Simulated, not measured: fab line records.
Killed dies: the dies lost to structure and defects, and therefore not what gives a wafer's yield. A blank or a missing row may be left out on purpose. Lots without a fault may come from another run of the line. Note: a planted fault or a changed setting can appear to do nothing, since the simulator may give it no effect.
fab line records	flow n5_finfet
record: lots: 7	wafers: 39
route steps=1938 shown FIN_CUT@169 SD_EPI_P@321 HKMG_FIN@421 MOL_CONTACT_COAG@624 BEOL_M3@980 BEOL_M4@1108
start_h: the number of hours between the record's first day and the start of the first shown wafer of the lot	wait_h: how many hours have passed since the lot's step before this one	" as in the row above	L1.1+2: a row that stands for several wafers	- either no value or no given start	* or withheld: withheld	< > ~ a bound
route shown NAME@n: NAME is a module with steps in the file, n the number in the route of the first one	usual: mean and standard deviation over wafers with no fault	same: alike in all rows	chamber/n: place in a boat	sites: per-site readings	_std_site: how widely they spread, as a standard deviation	_edge_site: the outer-site mean with the inner-site mean subtracted	radius_mm: for every site, how far away it sits from the centre of the wafer	mask NAME#n: copy n	behind: tool/chamber where the wafer was last shaped	hold: reason for holding the lot/hours on hold/outcome of the hold	device: names the non-switching transistor (n, p or np)	end of line: tests run on the same wafers once the route is complete	a step with no rows: only its recipe	killed: not the wafer's yield, but the dies lost to structure and defects at the first sort	map: the dies of a wafer, with x for killed, . for not killed, _ for no die there
set.NAME: the setting as run; set.NAME@STEP: as run at that earlier step	model.NAME: the simulator's own value behind a step, which no gauge read
lots where settings were altered on purpose, with a table for each step and a row for each wafer
== steps ==
step: N5_FIN_CUT_ETCH_21
recipe: chemistry: N2/H2	target: SOC	target_depth_a: 2190	overetch_a: 438	mask_material: SiARC	temp_c: 40	ion_energy_ev: 100	bias_w: 61	time_s: 523.5	pressure_mtorr: 30	source_w: 850	n2_flow_sccm: 200	h2_flow_sccm: 200
lot.wafer	tool	chamber	start_h	wait_h	set.time_s	model.etch.depth_nm	model.SiARC_of_FIN_CUT_COAT_19.thk_nm	model.FIN_CUT.cd_offset_nm
L074.2	rie_diel-04	0	28.69	0.0	523.5	230	11.8	0
L074.3	"	2	"	"	523.5	229.9	12	0
L074.6	"	2	"	"	523.5	228.9	11.8	0.2
L075.1	rie_diel-02	1	40.59	0.0	252.2	123.5	16.2	-3.8
L075.2	"	0	"	"	252.2	124.7	16.2	-3
L075.3	"	3	"	"	252.2	133.6	15.8	-3.2
L075.4	"	2	"	"	523.5	229.2	11.8	-0.4
L075.5	"	1	"	"	523.5	229.7	12.2	-0.4
L075.6	"	0	"	"	523.5	229.1	12	0.4
L078.1	rie_diel-03	2	51.69	0.0	687	229.4	9.2	2
L078.2	"	0	"	"	687	228.8	9.4	1
L078.3	"	1	"	"	523.5	229.2	11.6	-0.4
L078.4	"	3	"	"	523.5	229.6	12	0.2
L078.5	"	3	"	"	523.5	228.7	11.8	0
L078.6	"	2	"	"	687	229.3	9.2	2.6
L081.1	rie_diel-03	3	69.87	0.0	523.5	230.6	12	0.2
L081.2+4	"	0,1	"	"	523.5	230.2	11.8	-0.6
L081.3	"	2	"	"	523.5	230.4	12	0.4
L081.5	"	1	"	"	523.5	229.5	11.8	-0.6
L081.6	"	2	"	"	523.5	230.4	11.8	0.4
L082.1	rie_diel-04	0	75.06	0.0	523.5	230.4	12	-0.2
L082.2	"	2	"	"	227.6	113.6	16.4	-3.8
L082.3	"	1	"	"	523.5	230.5	12	-0.6
L082.4	"	3	"	"	523.5	230.4	12	0.2
L082.5	"	0	"	"	227.6	113	16.6	-3.4
L082.6	"	3	"	"	227.6	112	16.4	-2.8
L088.1	rie_diel-03	3	112.58	0.0	523.5	230.2	11.8	0.2
L088.2	"	2	"	"	523.5	230	11.8	0
L088.3	"	1	"	"	523.5	230.2	11.4	-0.6
L088.4	"	0	"	"	523.5	230	11.6	-0.8
L088.5	"	0	"	"	523.5	230.5	11.6	-0.8
L088.6	"	3	"	"	523.5	230.3	11.8	0
L089.1	rie_diel-04	0	117.33	0.0	523.5	229.5	11.8	0
L089.2	"	2	"	"	298.8	150.1	15.4	-3.2
L089.3	"	1	"	"	523.5	230.8	12	-1.2
L089.4	"	0	"	"	523.5	229.9	11.8	-0.6
L089.5	"	1	"	"	298.8	147.6	15.4	-3.2
L089.6	"	2	"	"	298.8	150.5	15.2	-3.2
step: N5_FIN_CUT_STRIP_23
recipe: chemistry: N2/H2	temp_c: 40	n2_flow_sccm: 200	h2_flow_sccm: 200	rf_frequency_hz: 6e+07
step: N5_FIN_CUT_STRIP_31
recipe: chemistry: N2/H2	temp_c: 40	n2_flow_sccm: 200	h2_flow_sccm: 200	rf_frequency_hz: 6e+07
step: N5_FIN_CUT_STRIP_24
recipe: chemistry: CF4	resist: SiARC	power_w: 300	bias_power_w: 75	pressure_mtorr: 50	cf4_flow_sccm: 150	rf_frequency_hz: 6e+07
step: N5_FIN_CUT_CUT_ETCH_26
recipe: chemistry: CH3F/O2	target: SiNx	target_depth_a: 390	mask_material: SOC	time_s: 55.7	pressure_mtorr: 30	source_w: 395	bias_w: 73	Ar_flow_sccm: 150	CH3F_flow_sccm: 30	O2_flow_sccm: 20	ion_energy_ev: 120
lot.wafer	tool	chamber	start_h	wait_h	set.time_s@FIN_CUT_ETCH_21	model.FIN_CUT.cd_offset_nm
L074.2+3+6	rie_diel-04	0,2,2	29.03	0.0	523.5	0
L075.1	rie_diel-02	1	40.94	0.0	252.2	-3.6
L075.2	"	0	"	"	252.2	-3
L075.3	"	3	"	"	252.2	-3.2
L075.4	"	2	"	"	523.5	-0.2
L075.5	"	1	"	"	523.5	-0.4
L075.6	"	0	"	"	523.5	0.4
L078.1	rie_diel-03	2	52.04	0.0	687	1.8
L078.2	"	0	"	"	687	1
L078.3	"	1	"	"	523.5	-0.4
L078.4+5	"	3	"	"	523.5	0.2
L078.6	"	2	"	"	687	2.4
L081.1+3+6	rie_diel-03	3,2,2	70.22	0.0	523.5	0.4
L081.2+4	"	0,1	"	"	523.5	-0.8
L081.5	"	1	"	"	523.5	-0.6
L082.1	rie_diel-04	0	75.40	0.0	523.5	-0.4
L082.2	"	2	"	"	227.6	-3.8
L082.3	"	1	"	"	523.5	-0.8
L082.4	"	3	"	"	523.5	0
L082.5	"	0	"	"	227.6	-3.6
L082.6	"	3	"	"	227.6	-2.8
L088.1	rie_diel-03	3	112.92	0.0	523.5	0.2
L088.2+6	"	2,3	"	"	523.5	0
L088.3	"	1	"	"	523.5	-0.6
L088.4	"	0	"	"	523.5	-1
L088.5	"	0	"	"	523.5	-0.8
L089.1	rie_diel-04	0	117.68	0.0	523.5	0
L089.2+5	"	2,1	"	"	298.8	-3.4
L089.3	"	1	"	"	523.5	-1.4
L089.4	"	0	"	"	523.5	-0.4
L089.6	"	2	"	"	298.8	-3.2
step: N5_FIN_CUT_CUT_ETCH_27
recipe: chemistry: CHF3/O2	target: SiO2	target_depth_a: 40	mask_material: SOC	overetch_a: 20	time_s: 4.9	pressure_mtorr: 30	source_w: 650	bias_w: 170	Ar_flow_sccm: 200	CHF3_flow_sccm: 50	O2_flow_sccm: 5	ion_energy_ev: 200
usual: oes_product_au: 0.61/0.052
lot.wafer	tool	chamber	start_h	wait_h	set.time_s@FIN_CUT_ETCH_21	oes_product_au
L074.2	rie_diel-04	0	29.08	0.0	523.5	0.59
L074.3	"	2	"	"	523.5	0.61
L074.6	"	2	"	"	523.5	0.61
L075.1	rie_diel-02	1	40.98	0.0	252.2	0.27
L075.2	"	0	"	"	252.2	0.27
L075.3	"	3	"	"	252.2	0.29
L075.4	"	2	"	"	523.5	0.64
L075.5	"	1	"	"	523.5	0.56
L075.6	"	0	"	"	523.5	0.55
L078.1	rie_diel-03	2	52.08	0.0	687	0.63
L078.2	"	0	"	"	687	0.74
L078.3	"	1	"	"	523.5	0.65
L078.4	"	3	"	"	523.5	0.59
L078.5	"	3	"	"	523.5	0.58
L078.6	"	2	"	"	687	0.63
L081.1	rie_diel-03	3	70.26	0.0	523.5	0.58
L081.2	"	0	"	"	523.5	0.72
L081.3	"	2	"	"	523.5	0.63
L081.4	"	1	"	"	523.5	0.64
L081.5	"	1	"	"	523.5	0.64
L081.6	"	2	"	"	523.5	0.63
L082.1	rie_diel-04	0	75.45	0.0	523.5	0.58
L082.2	"	2	"	"	227.6	0.29
L082.3	"	1	"	"	523.5	0.55
L082.4	"	3	"	"	523.5	0.72
L082.5	"	0	"	"	227.6	0.27
L082.6	"	3	"	"	227.6	0.34
L088.1	rie_diel-03	3	112.97	0.0	523.5	0.57
L088.2	"	2	"	"	523.5	0.62
L088.3	"	1	"	"	523.5	0.62
L088.4	"	0	"	"	523.5	0.70
L088.5	"	0	"	"	523.5	0.70
L088.6	"	3	"	"	523.5	0.58
L089.1	rie_diel-04	0	117.72	0.0	523.5	0.57
L089.2	"	2	"	"	298.8	0.28
L089.3	"	1	"	"	523.5	0.54
L089.4	"	0	"	"	523.5	0.58
L089.5	"	1	"	"	298.8	0.26
L089.6	"	2	"	"	298.8	0.28
step: N5_SD_EPI_P_EPI_21
recipe: material: SiGe:B	dopant: B	temp_c: 550	pressure_torr: 20	ambient: H2	time_s: 355
lot.wafer	tool	chamber	start_h	wait_h	set.time_s	model.SiGe-B_of_SD_EPI_P_EPI_21.thk_nm
L074.2+3	epi_rpcvd-04	0	58.69	0.6	355	61.4
L074.6	"	0	60.61	2.4	355	62
L075.1	epi_rpcvd-02	0	69.80	0.2	355	60.4
L075.2+3+5	"	0	"	"	355	60.8
L075.4	"	0	"	"	355	60.2
L075.6	"	0	"	"	355	61
L078.1	epi_rpcvd-02	0	81.12	0.2	355	61.2
L078.2	"	0	"	"	564.7	84.6
L078.3	"	0	"	"	564.7	83.8
L078.4	"	0	"	"	564.7	85.2
L078.5	"	0	"	"	355	61.4
L078.6	"	0	"	"	355	61.6
L081.1	epi_rpcvd-02	0	98.93	0.2	292.2	54.8
L081.2	"	0	"	"	292.2	53.8
L081.3	"	0	"	"	355	62.4
L081.4	"	0	"	"	355	62
L081.5	"	0	"	"	292.2	54.2
L081.6	"	0	"	"	355	61.6
L082.1+4	epi_rpcvd-04	0	104.72	0.1	355	60.4
L082.2+6	"	0	"	"	355	61
L082.3	"	0	"	"	355	60.8
L082.5	"	0	"	"	355	61.6
L088.1	epi_rpcvd-02	0	139.21	0.1	513.1	77.8
L088.2	"	0	"	"	513.1	79.8
L088.3+4+6	"	0	"	"	355	61.4
L088.5	"	0	"	"	513.1	80.2
L089.1+3	epi_rpcvd-01	0	144.22	0.1	355	61.4
L089.2	"	0	"	"	456.4	72.6
L089.4	"	0	"	"	456.4	72.8
L089.5	"	0	"	"	456.4	73.2
L089.6	"	0	"	"	355	61
step: N5_SD_EPI_P_EPI_MEAS_23
recipe: mode: xrd
usual: thk_nm: 61.0/1.3
lot.wafer	tool	chamber	start_h	wait_h	set.time_s@SD_EPI_P_EPI_21	thk_nm
L074.2	film_metro-01	-	61.13	2.0	355	61.0
L074.3	"	-	"	"	355	62.2
L074.6	"	-	"	"	355	61.5
L075.1	film_metro-01	-	72.71	2.4	355	59.8
L075.2	"	-	"	"	355	61.8
L075.3	"	-	"	"	355	60.0
L075.4	"	-	"	"	355	60.6
L075.5	"	-	"	"	355	61.4
L075.6	"	-	"	"	355	60.1
L078.1	film_metro-02	-	84.04	2.4	355	60.7
L078.2	"	-	"	"	564.7	85.1
L078.3	"	-	"	"	564.7	82.9
L078.4	"	-	"	"	564.7	85.4
L078.5	"	-	"	"	355	64.0
L078.6	"	-	"	"	355	62.2
L081.1	film_metro-02	-	101.85	2.5	292.2	54.7
L081.2	"	-	"	"	292.2	52.7
L081.3	"	-	"	"	355	61.6
L081.4	"	-	"	"	355	61.2
L081.5	"	-	"	"	292.2	55.0
L081.6	"	-	"	"	355	60.8
L082.1	film_metro-02	-	106.92	1.8	355	60.2
L082.2	"	-	"	"	355	57.3
L082.3	"	-	"	"	355	59.4
L082.4	"	-	"	"	355	61.3
L082.5	"	-	"	"	355	62.2
L082.6	"	-	"	"	355	62.0
L088.1	film_metro-01	-	141.41	1.8	513.1	77.6
L088.2	"	-	"	"	513.1	79.1
L088.3	"	-	"	"	355	60.4
L088.4	"	-	"	"	355	61.7
L088.5	"	-	"	"	513.1	79.9
L088.6	"	-	"	"	355	60.4
L089.1	film_metro-01	-	146.41	1.8	355	62.0
L089.2	"	-	"	"	456.4	72.8
L089.3	"	-	"	"	355	59.2
L089.4	"	-	"	"	456.4	72.5
L089.5	"	-	"	"	456.4	71.8
L089.6	"	-	"	"	355	60.2
step: N5_HKMG_FIN_PWFM_ALD_03
recipe: material: TiN	target_thk_a: 20	temp_c: 400	ald_precursor_family: TiCl4	ald_co_reactant: NH3	pulse_time_s: 1	purge_time_s: 3	co_reactant_purge_time_s: 2	co_reactant_pulse_time_s: 2	ald_cycles: 91	pressure_torr: 3
lot.wafer	tool	chamber	start_h	wait_h	set.ald_cycles	model.TiN_of_HKMG_FIN_PWFM_ALD_03.thk_nm
L074.2+3+6	ald_metal-04	3,1,3	78.16	0.0	91	2
L075.1+2+3+4+5+6	ald_metal-04	1,0,2,3,3,0	88.39	0.0	91	2
L078.1+2+3	ald_metal-04	2,0,3	101.49	0.0	91	2
L078.4+5+6	"	1,0,1	"	"	55	1.2
L081.1+3+6	ald_metal-02	0,3,1	118.10	0.0	118	2.6
L081.2+4+5	"	1,3,0	"	"	91	2
L082.1+5+6	ald_metal-02	0,3,1	123.89	0.0	59	1.2
L082.2+3+4	"	3,1,0	"	"	91	2
L088.1+2+3+4+5+6	ald_metal-04	3,1,0,2,2,3	159.10	0.0	91	2
L089.1+3+5	ald_metal-02	1,0,1	164.61	0.0	130	2.8
L089.2+4+6	"	3,0,3	"	"	91	2
step: N5_MOL_CONTACT_COAG_CVD_140
recipe: material: W	target_thk_a: 665	mode: selective_fill	temp_c: 300	time_s: 215
lot.wafer	tool	chamber	start_h	wait_h	set.target_thk_a	model.W_of_MOL_CONTACT_COAG_CVD_140.thk_nm
L074.2	cvd_w-02	0	105.59	0.1	665	66.6
L074.3	"	0	"	"	665	65.6
L074.6	"	1	"	"	665	66.8
L075.1	cvd_w-01	1	114.56	0.1	287.2	30.2
L075.2+6	"	0	"	"	665	67.4
L075.3	"	0	"	"	287.2	28.8
L075.4	"	1	"	"	287.2	29.2
L075.5	"	1	"	"	665	66.6
L078.1	cvd_w-02	1	127.40	0.1	665	67.4
L078.2	"	0	"	"	977.4	97.6
L078.3+4	"	0,1	"	"	665	67
L078.5	"	1	"	"	977.4	98.4
L078.6	"	0	"	"	977.4	97.4
L081.1	cvd_w-02	1	143.29	0.1	665	67
L081.2	"	0	"	"	665	66.8
L081.3	"	1	"	"	1029	104
L081.4	"	0	"	"	665	66.6
L081.5	"	1	"	"	1029	103.2
L081.6	"	0	"	"	1029	103
L082.1	cvd_w-02	1	148.70	0.1	414.2	41.6
L082.2+3	"	0	"	"	414.2	41
L082.4+6	"	1	"	"	665	66
L082.5	"	0	"	"	665	65.6
L088.1	cvd_w-02	0	186.51	0.1	770.3	77.8
L088.2	"	1	"	"	665	67.2
L088.3	"	0	"	"	770.3	78
L088.4	"	1	"	"	665	67
L088.5	"	1	"	"	770.3	77.4
L088.6	"	0	"	"	665	67.6
L089.1	cvd_w-02	1	191.66	0.1	305.7	31.8
L089.2	"	0	"	"	305.7	32.4
L089.3	"	1	"	"	665	67.6
L089.4	"	0	"	"	665	67.8
L089.5	"	1	"	"	305.7	30.8
L089.6	"	0	"	"	665	68.2
step: N5_MOL_CONTACT_COAG_PRECLEAN_127
recipe: chemistry: DIW	time_s: 57.5	temp_c: 23
step: N5_MOL_CONTACT_COAG_SRD_128
recipe: dry_time_s: 32	dry: n2_spin	spin_rpm: 1500
step: N5_MOL_CONTACT_COAG_CMP_52
recipe: stop_on: SiO2	t_overpolish_s: 1.5	post_cmp_clean: w_dilute_nh4oh	down_force_psi: 4	platen_rpm: 50.289	pad_velocity_m_s: 1.0006	target_thk_nm: 66.5
lot.wafer	tool	chamber	start_h	wait_h	set.target_thk_a@MOL_CONTACT_COAG_CVD_140	model.W_of_MOL_CONTACT_COAG_CVD_140.thk_nm
L074.2	cmp-04	2	105.91	0.0	665	66.6
L074.3	"	0	"	"	665	65.6
L074.6	"	2	"	"	665	66.8
L075.2+6	cmp-02	1,2	114.91	0.1	665	67.4
L075.4	"	2	"	"	287.2	29.2
L075.3	"	3	"	"	287.2	28.8
L075.1	"	0	"	"	287.2	30.2
L075.5	"	1	"	"	665	66.6
L078.2	cmp-01	3	127.73	0.0	977.4	67.2
L078.3+4	"	0,1	"	"	665	67
L078.1	"	2	"	"	665	67.4
L078.5	"	3	"	"	977.4	66.6
L078.6	"	0	"	"	977.4	66.4
L081.4	cmp-04	3	143.61	0.0	665	66.6
L081.3	"	0	"	"	1029	65.4
L081.1	"	1	"	"	665	67
L081.2	"	2	"	"	665	66.8
L081.6	"	3	"	"	1029	64.6
L081.5	"	0	"	"	1029	65.8
L082.2+3	cmp-04	2,1	149.02	0.0	414.2	41
L082.1	"	3	"	"	414.2	41.6
L082.4+6	"	0,2	"	"	665	66
L082.5	"	3	"	"	665	65.6
L088.1	cmp-04	0	186.84	0.0	770.3	68.4
L088.4	"	1	"	"	665	67
L088.2	"	2	"	"	665	67.2
L088.3	"	3	"	"	770.3	66.8
L088.6	"	0	"	"	665	67.6
L088.5	"	1	"	"	770.3	67.4
L089.2	cmp-04	0	191.99	0.0	305.7	32.4
L089.4	"	1	"	"	665	66.8
L089.3	"	2	"	"	665	66.4
L089.1	"	3	"	"	305.7	31.8
L089.6	"	0	"	"	665	67.4
L089.5	"	1	"	"	305.7	30.8
step: N5_BEOL_M3_TRENCH_ETCH_37
recipe: chemistry: C4F6/O2	target_depth_a: 555.55	target: SiOC	time_s: 29.2	ion_energy_ev: 250	pressure_mtorr: 30	source_w: 355	bias_w: 185	Ar_flow_sccm: 300	C4F6_flow_sccm: 10	O2_flow_sccm: 10
lot.wafer	tool	chamber	start_h	wait_h	set.target_depth_a	model.etch.depth_nm	model.BEOL_M3.feature_depth_nm	model.TiN_of_BEOL_M3_HM_DEP_02.thk_nm
L074.2	rie_diel-03	2	-	-	555.55	55.03	55	18.2
L074.3	"	1	"	"	555.55	56.3	56.4	18.2
L074.6	"	0	"	"	555.55	55.48	55.4	18
L075.1	rie_diel-02	1	-	-	555.55	54.17	54.2	17.2
L075.2	"	0	"	"	555.55	54.22	54.2	17.2
L075.3	"	2	"	"	224.6	22.84	22.8	18.4
L075.4	"	3	"	"	224.6	22.72	22.8	18.8
L075.5	"	2	"	"	224.6	22.65	22.6	18.6
L075.6	"	1	"	"	555.55	54.08	54	17.6
L078.1	rie_diel-02	1	-	-	332.3	32.04	32	18.2
L078.2	"	3	"	"	555.55	56.18	56.2	17.6
L078.3	"	2	"	"	555.55	55.49	55.4	17.8
L078.4	"	3	"	"	555.55	56.41	56.4	17.6
L078.5	"	2	"	"	332.3	32.96	33	18.8
L078.6	"	1	"	"	332.3	32.07	32	18.8
L082.1	rie_diel-03	3	-	-	555.55	54.8	54.8	17.8
L082.2	"	0	"	"	555.55	55.19	55.2	17.4
L082.3	"	2	"	"	555.55	55.27	55.2	17.4
L082.4	"	1	"	"	555.55	55.77	55.8	17.2
L082.5	"	2	"	"	555.55	55.04	55	17.2
L082.6	"	3	"	"	555.55	54.12	54.2	17.6
L081.1	rie_diel-03	2	-	-	352.3	34.42	34.4	19
L081.2	"	0	"	"	555.55	54.78	54.8	17.8
L081.3	"	1	"	"	555.55	55.14	55.2	18
L081.4	"	3	"	"	352.3	34.15	34.2	19.2
L081.5	"	2	"	"	555.55	54.47	54.4	18.2
L081.6	"	1	"	"	352.3	34.98	35	19
L088.1	rie_diel-04	0	-	-	555.55	54.04	54	17.6
L088.2	"	2	"	"	555.55	55.25	55.2	17.4
L088.3	"	3	"	"	555.55	54.39	54.4	17.4
L088.4	"	2	"	"	555.55	54.63	54.6	17.4
L088.5	"	3	"	"	555.55	54.98	55	17.4
L088.6	"	0	"	"	555.55	53.49	53.4	17.4
L089.1	rie_diel-04	0	-	-	371	36.23	36.2	18.6
L089.2	"	2	"	"	371	37.05	37	18.8
L089.3	"	3	"	"	555.55	54.46	54.4	17.8
L089.4	"	3	"	"	371	36.34	36.4	18.8
L089.5	"	0	"	"	555.55	54.17	54.2	18
L089.6	"	2	"	"	555.55	55.63	55.6	18
step: N5_BEOL_M3_ETCH_41
recipe: chemistry: CH3F/O2	target: SiCN	target_depth_a: 299	taper_deg: 2	time_s: 52.5	ion_energy_ev: 120	mask_material: TiN	pressure_mtorr: 30	source_w: 395	bias_w: 75	Ar_flow_sccm: 150	CH3F_flow_sccm: 30	O2_flow_sccm: 20
step: N5_BEOL_M3_STRIP_97
recipe: chemistry: N2/H2	time_s: 10	power_w: 450	temp_c: 40	pressure_mtorr: 20	rf_frequency_hz: 6e+07	bias_power_w: 7	n2_flow_sccm: 200	h2_flow_sccm: 200
step: N5_BEOL_M3_OCD_MEAS_38
usual: trench_depth_nm: 55.3/0.92
lot.wafer	tool	chamber	start_h	wait_h	set.target_depth_a@BEOL_M3_TRENCH_ETCH_37	trench_depth_nm
L074.2	ocd-01	-	142.50	-	555.55	55.2
L074.3	"	-	"	"	555.55	56.6
L074.6	"	-	"	"	555.55	55.1
L075.1	ocd-01	-	154.47	-	555.55	53.9
L075.2	"	-	"	"	555.55	54.6
L075.3	"	-	"	"	224.6	23.0
L075.4	"	-	"	"	224.6	22.7
L075.5	"	-	"	"	224.6	22.7
L075.6	"	-	"	"	555.55	54.0
L078.1	ocd-02	-	186.95	-	332.3	32.1
L078.2	"	-	"	"	555.55	55.9
L078.3	"	-	"	"	555.55	55.3
L078.4	"	-	"	"	555.55	56.4
L078.5	"	-	"	"	332.3	33.0
L078.6	"	-	"	"	332.3	32.1
L082.1	ocd-01	-	199.56	-	555.55	54.5
L082.2	"	-	"	"	555.55	55.0
L082.3	"	-	"	"	555.55	55.8
L082.4	"	-	"	"	555.55	55.6
L082.5	"	-	"	"	555.55	54.6
L082.6	"	-	"	"	555.55	53.7
L081.1	ocd-02	-	207.74	-	352.3	34.7
L081.2	"	-	"	"	555.55	54.5
L081.3	"	-	"	"	555.55	55.4
L081.4	"	-	"	"	352.3	34.2
L081.5	"	-	"	"	555.55	54.4
L081.6	"	-	"	"	352.3	34.7
L088.1	ocd-01	-	233.65	-	555.55	54.2
L088.2	"	-	"	"	555.55	55.4
L088.3	"	-	"	"	555.55	55.0
L088.4	"	-	"	"	555.55	54.4
L088.5	"	-	"	"	555.55	54.6
L088.6	"	-	"	"	555.55	53.6
L089.1	ocd-01	-	242.46	-	371	36.4
L089.2	"	-	"	"	371	37.2
L089.3	"	-	"	"	555.55	54.9
L089.4	"	-	"	"	371	36.4
L089.5	"	-	"	"	555.55	54.4
L089.6	"	-	"	"	555.55	56.1
step: N5_BEOL_M4_DEP_57
recipe: material: SiCN	target_thk_a: 80	temp_c: withheld	precursor: 3MS/NH3	pressure_torr: 3	rf_w: 202	time_s: 14
lot.wafer	tool	chamber	start_h	wait_h	set.time_s	model.SiCN_of_BEOL_M4_DEP_57.thk_nm
L074.2+3	pecvd-01	2,0	159.66	0.0	14	8
L074.6	"	0	"	"	14	8.2
L075.1+2+6	pecvd-03	2,1,0	188.13	0.0	14	8
L075.3	"	0	"	"	14	7.8
L075.4+5	"	2,1	"	"	14	8.2
L078.1+2+3+4+5	pecvd-02	2,1,0,2,0	202.75	0.0	14	8
L078.6	"	1	"	"	14	8.2
L082.1+2+4+5	pecvd-02	0,1,0,0	220.69	0.0	14	8
L082.3+6	"	1	"	"	14	8.2
L081.1+2+3	pecvd-03	0,1,2	223.33	0.0	14	7.8
L081.4+5	"	0,1	"	"	14	8
L081.6	"	2	"	"	14	8.2
L088.1+4	pecvd-01	0,2	249.87	0.0	19.72	11.2
L088.2	"	2	"	"	14	7.8
L088.3	"	1	"	"	14	8
L088.5	"	0	"	"	14	8.4
L088.6	"	1	"	"	19.72	11.4
L089.1	pecvd-02	2	264.24	0.0	14	7.8
L089.2	"	0	"	"	8.483	4.6
L089.3	"	1	"	"	8.483	4.8
L089.4+6	"	0,2	"	"	14	8
L089.5	"	1	"	"	8.483	5
== key ==
split: step: N5_FIN_CUT_ETCH_21	setting: time_s	stated: 523.5	by: wafer
response: step: N5_FIN_CUT_ETCH_21	reading: model.etch.depth_nm	shape: bent	at_lowest: 112.9	at_stated: 229.9	at_highest: 229.1
response: step: N5_FIN_CUT_ETCH_21	reading: model.SiARC_of_FIN_CUT_COAT_19.thk_nm	change: -0.0795	per: 1%	r: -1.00
response: step: N5_FIN_CUT_ETCH_21	reading: model.FIN_CUT.cd_offset_nm	change: +0.0592	per: 1%	r: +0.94
response: step: N5_FIN_CUT_CUT_ETCH_26	reading: model.FIN_CUT.cd_offset_nm	change: +0.0583	per: 1%	r: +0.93
response: step: N5_FIN_CUT_CUT_ETCH_27	reading: oes_product_au	change: +0.00554	per: 1%	r: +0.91
split: step: N5_SD_EPI_P_EPI_21	setting: time_s	stated: 355	by: wafer
response: step: N5_SD_EPI_P_EPI_21	reading: model.SiGe-B_of_SD_EPI_P_EPI_21.thk_nm	change: +0.398	per: 1%	r: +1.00
response: step: N5_SD_EPI_P_EPI_MEAS_23	reading: thk_nm	change: *	per: 1%	r: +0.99
split: step: N5_HKMG_FIN_PWFM_ALD_03	setting: ald_cycles	stated: 91	by: wafer
response: step: N5_HKMG_FIN_PWFM_ALD_03	reading: model.TiN_of_HKMG_FIN_PWFM_ALD_03.thk_nm	change: +0.0203	per: 1%	r: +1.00
split: step: N5_MOL_CONTACT_COAG_CVD_140	setting: target_thk_a	stated: 665	by: wafer
response: step: N5_MOL_CONTACT_COAG_CVD_140	reading: model.W_of_MOL_CONTACT_COAG_CVD_140.thk_nm	change: +0.663	per: 1%	r: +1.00
response: step: N5_MOL_CONTACT_COAG_CMP_52	reading: model.W_of_MOL_CONTACT_COAG_CVD_140.thk_nm	shape: bent	at_lowest: 29.4	at_stated: 66.77	at_highest: 65.27
split: step: N5_BEOL_M3_TRENCH_ETCH_37	setting: target_depth_a	stated: 555.55	by: wafer
response: step: N5_BEOL_M3_TRENCH_ETCH_37	reading: model.etch.depth_nm	change: +0.548	per: 1%	r: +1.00
response: step: N5_BEOL_M3_TRENCH_ETCH_37	reading: model.BEOL_M3.feature_depth_nm	change: +0.548	per: 1%	r: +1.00
response: step: N5_BEOL_M3_TRENCH_ETCH_37	reading: model.TiN_of_BEOL_M3_HM_DEP_02.thk_nm	change: -0.0235	per: 1%	r: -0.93
response: step: N5_BEOL_M3_OCD_MEAS_38	reading: trench_depth_nm	change: +0.548	per: 1%	r: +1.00
split: step: N5_BEOL_M4_DEP_57	setting: time_s	stated: 14	by: wafer
response: step: N5_BEOL_M4_DEP_57	reading: model.SiCN_of_BEOL_M4_DEP_57.thk_nm	change: +0.0789	per: 1%	r: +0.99
